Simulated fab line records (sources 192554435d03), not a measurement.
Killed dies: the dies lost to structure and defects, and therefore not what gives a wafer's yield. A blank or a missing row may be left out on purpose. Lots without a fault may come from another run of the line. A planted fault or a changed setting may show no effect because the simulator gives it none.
fab line records | flow n5-finfet
[record] lots = 5 | wafers = 12 | last-day = 18
route steps=1938 shown BEOL_M6@1254 BEOL_M7@1263
lots untouched by any fault: they come from a run of this same line in which no faults occurred
start-h: the number of hours between the record's first day and the start of the first shown wafer of the lot | wait-h: how many hours have passed since the lot's step before this one | " the same as in the row above | L1.1+2: a single row standing in for several wafers | - no value, or no start given | * or withheld: withheld | < > ~ a bound
route shown NAME@n: a module of which the file shows steps, and the number in the route of the first | usual: mean/standard deviation taken from wafers without a fault | same: alike in all rows | chamber/n: place in a boat | sites: each site's reading | _std_site: the values' standard deviation | _edge_site: inner sites' mean taken away from outer sites' mean | radius-mm: for every site, how far away it sits from the centre of the wafer | mask NAME#n: copy n | behind: the most recent tool/chamber to have shaped the wafer | hold: the reason the lot was held/the length of the hold in hours/how it ended | device: transistor that didn't switch, given as n, p or np | end of line: at the end of the route, the tests of the same wafers | step lacking rows: just its recipe | killed: dies lost to structure and defects at the first sort, not the wafer's yield | map: the dies of a wafer, with x for killed, . for not killed, _ for no die there
set.NAME: the setting the step ran with; set.NAME@STEP: the setting that earlier step ran with | model.NAME: the simulator's own value behind a step, which no gauge read
certain route steps with their lots: each step a table, each wafer a row
services: from which hour (start-h, from the record's first day; less than 0 if before it) a tool's chamber was out of use, for how many hours, and why
[[steps]]
[step N5_BEOL_M6_SPUTTER_48]
[recipe] material = Cu | target-thk-a = 100 | temp-c = -20 | bias-v = 60 | power-w = 26000 | chamber-pressure-pa = 0.13 | time-s = 1.667
[step N5_BEOL_M6_ECD_50]
[recipe] material = Cu | target-thk-a = 3000
[step N5_BEOL_M6_ANNEAL_51]
[recipe] temp-c = 225 | time-s = 90 | ambient = N2
[step N5_BEOL_M6_CMP_52]
[recipe] stop-on = SiCOH_lowk | t-overpolish-s = 6.9 | down-force-psi = 1 | platen-rpm = 50 | clearing-platen-down-force-psi = 1.5 | clearing-platen-rpm = 50 | post-cmp-clean = cu-alkaline | target-thk-nm = 80 | clearing-platen-pad-velocity-m-s = 0.99484 | pad-velocity-m-s = 0.99484
[step N5_BEOL_M6_PRE_CLEAN_55]
[recipe] gas = NH3 | time-s = 15 | temp-c = withheld | rf-power-w = 300
[step N5_BEOL_M6_DEP_56]
[recipe] material = SiCN | target-thk-a = 100 | temp-c = withheld | precursor = 3MS/NH3 | pressure-torr = 3 | rf-w = 202 | time-s = 17.5
[step N5_BEOL_M7_ILD_DEP_00]
[recipe] material = SiCOH_lowk | target-thk-a = 1797.5 | temp-c = 300 | precursor = DEMS/porogen | pressure-torr = 5 | rf-w = 500 | time-s = 33.4
[step N5_BEOL_M7_CURE_74]
[recipe] temp-c = 385 | time-s = 240 | ambient = He/Ar | material = SiCOH_lowk
[step N5_BEOL_M7_PECVD_70]
[recipe] material = SiO2 | target-thk-a = 200 | temp-c = 400 | precursor = TEOS/O2 | pressure-torr = 5.5 | rf-w = 450 | teos-flow-sccm = 53.8 | gas = O2 | flow-sccm = 3000 | time-s = 22.7
[usual] heater-power-w = 693/90 | showerhead-plenum-p-Torr = 8.77/0.069 | showerhead-vpp-V = 1335/60 | throttle-valve-pct = 21.9/1.1
lot.wafer | tool     | chamber | start-h | wait-h | heater-power-w | showerhead-plenum-p-Torr | showerhead-vpp-V | throttle-valve-pct | model.SiO2_of_BEOL_M7_PECVD_70.thk-nm
L441.1    | pecvd-02 | 0       | 220.46  | 0.0    | 661            | 8.77                     | 1400             | 23.6               | 20.2
L441.2    | "        | 2       | "       | "      | 733            | 8.86                     | 1253             | 19.9               | 20.2
L441.4    | "        | 2       | "       | "      | 732            | 8.85                     | 1257             | 20.0               | 20.6
L446.2    | pecvd-02 | 2       | 248.14  | 0.0    | 815            | 8.83                     | 1240             | 20.3               | 20.4
L446.5    | "        | 1       | "       | "      | 527            | 8.67                     | 1333             | 22.5               | 26.8
L447.2    | pecvd-02 | 1       | 258.48  | 0.0    | 594            | 8.69                     | 1333             | 22.3               | 20
L447.5    | "        | 0       | "       | "      | 598            | 8.77                     | 1396             | 23.4               | 27.2
L449.4    | pecvd-02 | 0       | 269.48  | 0.1    | 631            | 8.75                     | 1383             | 23.4               | 26.8
L449.5    | "        | 0       | "       | "      | 619            | 8.77                     | 1412             | 23.4               | 27
L459.1    | pecvd-02 | 0       | 337.51  | 0.0    | 622            | 8.77                     | 1395             | 23.3               | 20.2
L459.3    | "        | 2       | "       | "      | 749            | 8.86                     | 1244             | 20.3               | 20.2
L459.5    | "        | 0       | "       | "      | 620            | 8.76                     | 1427             | 23.3               | 20.2
[step N5_BEOL_M7_HM_DEP_02]
[recipe] material = TiN | target-thk-a = 200 | temp-c = 25 | chamber-pressure-pa = 0.49996
[step N5_BEOL_M7_COAT_59]
[recipe] resist = SOC | temp-c = 250 | time-s = 60 | spin-rpm = 1500 | resist-thk-nm = 100
[step N5_BEOL_M7_COAT_60]
[recipe] resist = SiARC | temp-c = 220 | time-s = 60 | spin-rpm = 1500 | resist-thk-nm = 35
[step N5_BEOL_M7_COAT_05]
[recipe] resist = CAR-ArF | spin-rpm = 1500 | resist-thk-nm = 90
[step N5_BEOL_M7_EBR_07]
[recipe] solvent = PGMEA | ebr-width-mm = 1.5
[step N5_BEOL_M7_SOFTBAKE_06]
[recipe] temp-c = 110 | time-s = 60 | resist = CAR-ArF
[step N5_BEOL_M7_EXPOSE_08]
[recipe] mask-id = M7 | na = 1.35 | source-shape = dipole | sigma-inner = 0.817 | sigma-outer = 0.97 | polarization = te | dose-mj = 68.25
[step N5_BEOL_M7_PEB_09]
[recipe] peb-temp-c = withheld | peb-time-s = 60 | resist = CAR-ArF
[step N5_BEOL_M7_DEVELOP_10]
[recipe] develop-time-s = 30 | developer = TMAH | resist = CAR-ArF | rinse-liquid = diw | dry = air-spin | dev-temp-c = 23
[step N5_BEOL_M7_DESCUM_16]
[recipe] chemistry = O2 | time-s = 7.9 | source-power-w = 50 | bias-power-w = 20 | pressure-mtorr = 20 | rf-frequency-hz = 2.712e+07 | temp-c = 40 | resist = CAR-ArF | o2-flow-sccm = 225
[step N5_BEOL_M7_ETCH_61]
[recipe] chemistry = CF4 | target = SiARC | target-depth-a = 455 | mask-material = CAR-ArF | time-s = 75.8 | ion-energy-ev = 80 | pressure-mtorr = 40 | source-w = 545 | bias-w = 36 | Ar_flow_sccm = 100 | cf4-flow-sccm = 100 | ends = cleared
[step N5_BEOL_M7_ETCH_62]
[recipe] chemistry = N2/H2 | target = SOC | target-depth-a = 1100 | overetch-a = 220 | mask-material = SiARC | temp-c = 40 | time-s = 165 | ion-energy-ev = 200 | pressure-mtorr = 30 | source-w = 840 | bias-w = 150 | n2-flow-sccm = 200 | h2-flow-sccm = 200
[step N5_BEOL_M7_STRIP_68]
[recipe] chemistry = N2/H2 | temp-c = 40 | n2-flow-sccm = 200 | h2-flow-sccm = 200 | rf-frequency-hz = 6e+07
[step N5_BEOL_M7_STRIP_67]
[recipe] chemistry = CF4 | resist = SiARC | power-w = 300 | bias-power-w = 75 | pressure-mtorr = 50 | cf4-flow-sccm = 150 | rf-frequency-hz = 6e+07
[step N5_BEOL_M7_HM_OPEN_17]
[recipe] chemistry = Cl2/BCl3 | target-depth-a = 200 | overetch-a = 60 | target = TiN | mask-material = SOC | ion-energy-ev = 150 | pressure-mtorr = 10 | icp-w = 1000 | bias-w = 126 | Cl2_flow_sccm = 53.25 | bcl3-flow-sccm = 21.75 | Ar_flow_sccm = 25
[step N5_BEOL_M7_STRIP_19]
[recipe] chemistry = O2 | power-w = 400 | temp-c = 40 | pressure-mtorr = 30 | rf-frequency-hz = 6e+07 | bias-power-w = 0 | overash-fraction = 0.2 | o2-flow-sccm = 225
[step N5_BEOL_M7_COAT_63]
[recipe] resist = SOC | temp-c = 250 | time-s = 60 | spin-rpm = 1500 | resist-thk-nm = 60
[step N5_BEOL_M7_COAT_64]
[recipe] resist = SiARC | temp-c = 220 | time-s = 60 | spin-rpm = 1500 | resist-thk-nm = 12
[step N5_BEOL_M7_COAT_71]
[recipe] resist = underlayer | temp-c = 205 | time-s = 60 | spin-rpm = 1500 | resist-thk-nm = 5
[step N5_BEOL_M7_COAT_22]
[recipe] resist = CAR-EUV | spin-rpm = 1500 | resist-thk-nm = 30
[step N5_BEOL_M7_EBR_24]
[recipe] solvent = PGMEA | ebr-width-mm = 1.5
[step N5_BEOL_M7_SOFTBAKE_23]
[recipe] temp-c = 110 | time-s = 60 | resist = CAR-EUV
[step N5_BEOL_M7_EXPOSE_25]
[recipe] mask-id = V6 | na = 0.33 | source-shape = annular | sigma-inner = 0.4 | sigma-outer = 0.8 | polarization = unpolarized | target-cd-nm = 40 | dose-mj = 42.5
[step N5_BEOL_M7_PEB_26]
[recipe] peb-temp-c = 100 | peb-time-s = 60 | resist = CAR-EUV
[step N5_BEOL_M7_DEVELOP_27]
[recipe] develop-time-s = 30 | developer = TMAH | resist = CAR-EUV | rinse-liquid = surfactant-rinse | dry = air-spin | dev-temp-c = 23
[step N5_BEOL_M7_HM_STRIP_39]
[recipe] chemistry = peroxide-tin-strip | material = TiN | target-depth-a = 250 | temp-c = 50 | time-s = 158
lot.wafer  | tool         | chamber | start-h | wait-h | model.SiO2_of_BEOL_M7_PECVD_70.thk-nm
L441.1+2   | wet-bench-05 | 5,4     | 223.89  | 0.0    | 20
L441.4     | "            | 2       | "       | "      | 20.4
L446.2     | wet-bench-05 | 0       | 254.34  | 0.0    | 20.2
L446.5     | "            | 6       | "       | "      | 26.6
L447.2     | wet-bench-05 | 1       | 262.27  | 0.0    | 19.8
L447.5     | "            | 2       | "       | "      | 27
L449.4+5   | wet-bench-05 | 2,6     | 283.74  | 0.0    | 26.8
L459.1+3+5 | wet-bench-06 | 6,1,0   | 343.62  | 0.0    | 20
[step N5_BEOL_M7_CMP_52]
[recipe] stop-on = SiCOH_lowk | t-overpolish-s = 6.9 | down-force-psi = 1 | platen-rpm = 50 | clearing-platen-down-force-psi = 1.5 | clearing-platen-rpm = 50 | post-cmp-clean = cu-alkaline | target-thk-nm = 80 | clearing-platen-pad-velocity-m-s = 0.99484 | pad-velocity-m-s = 0.99484
[usual] barrier-field-endpoint-s = 28.8/0.75 | motor-current-A = 6.2/0.56
lot.wafer | tool   | chamber | start-h | wait-h | barrier-field-endpoint-s | motor-current-A
L441.4    | cmp-02 | 3       | 225.98  | 0.2    | 30.8                     | 6.0
L441.1    | "      | 0       | "       | "      | 29.2                     | 7.0
L441.2    | "      | 1       | "       | "      | 29.0                     | 6.0
L446.2    | cmp-03 | 1       | 257.28  | 0.3    | 29.8                     | 7.2
L446.5    | "      | 3       | "       | "      | 36.0                     | 6.4
L447.2    | cmp-01 | 1       | 266.37  | 0.2    | 28.8                     | 7.0
L447.5    | "      | 0       | "       | "      | 36.9                     | 6.2
L449.4    | cmp-02 | 3       | 285.32  | 0.2    | 36.8                     | 6.3
L449.5    | "      | 2       | "       | "      | 35.9                     | 6.4
L459.3    | cmp-02 | 2       | 346.22  | 0.2    | 28.6                     | 6.6
L459.1    | "      | 3       | "       | "      | 28.9                     | 6.4
L459.5    | "      | 1       | "       | "      | 28.6                     | 6.0
[[services]]
tool         | chamber | start-h | hours | kind
cmp-02       | -       | 197.13  | 4.0   | pm
pecvd-02     | 0       | 199.26  | 5.5   | scheduled-down
cmp-02       | -       | 201.13  | -     | consumable-replace:conditioner
cmp-02       | -       | 201.13  | -     | consumable-replace:pad
cmp-03       | -       | 201.61  | 1.2   | repair
wet-bench-05 | -       | 203.59  | 1.9   | pm
cmp-03       | -       | 206.51  | 0.8   | repair
cmp-01       | -       | 208.40  | 13.1  | pm
cmp-02       | -       | 216.47  | 0.3   | repair
cmp-01       | -       | 228.56  | 6.6   | pm
cmp-03       | -       | 240.67  | 1.8   | repair
cmp-01       | -       | 263.20  | 0.5   | repair
pecvd-02     | 2       | 268.35  | 5.5   | scheduled-down
cmp-01       | -       | 295.25  | 2.0   | repair
cmp-02       | -       | 296.23  | 6.5   | repair
wet-bench-05 | -       | 298.90  | 3.9   | repair
cmp-03       | -       | 299.96  | 2.0   | repair
cmp-03       | -       | 303.94  | 4.4   | pm
cmp-01       | -       | 306.26  | 4.0   | pm
cmp-01       | -       | 310.26  | -     | consumable-replace:conditioner
cmp-01       | -       | 310.26  | -     | consumable-replace:pad
[[key]]
[first-sign] step = N5_BEOL_M7_CMP_52 | reading = barrier-field-endpoint-s | direction = up | sigmas = 10 | usual = 28.8 | struck = 36.4
effect none on later readings
[model-effect] step = N5_BEOL_M7_PECVD_70 | value = SiO2_of_BEOL_M7_PECVD_70.thk-nm | without = 20.15 | struck = 26.95
[model-effect] step = N5_BEOL_M7_HM_STRIP_39 | value = SiO2_of_BEOL_M7_PECVD_70.thk-nm | without = 20 | struck = 26.8
met-at N5_BEOL_M7_PECVD_70
struck-wafers L446.5,L447.5,L449.4,L449.5
onset-between 220.46 248.14
[fault] kind = process-parameter-drift | tool = pecvd-02 | chamber = - | onset-h = 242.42 | steps = N5_BEOL_M7_PECVD_70 | channel = time-s | offset = * | shape = step | end-h = 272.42 | scope = struck-wafers-only | acts-in = * | stated = *
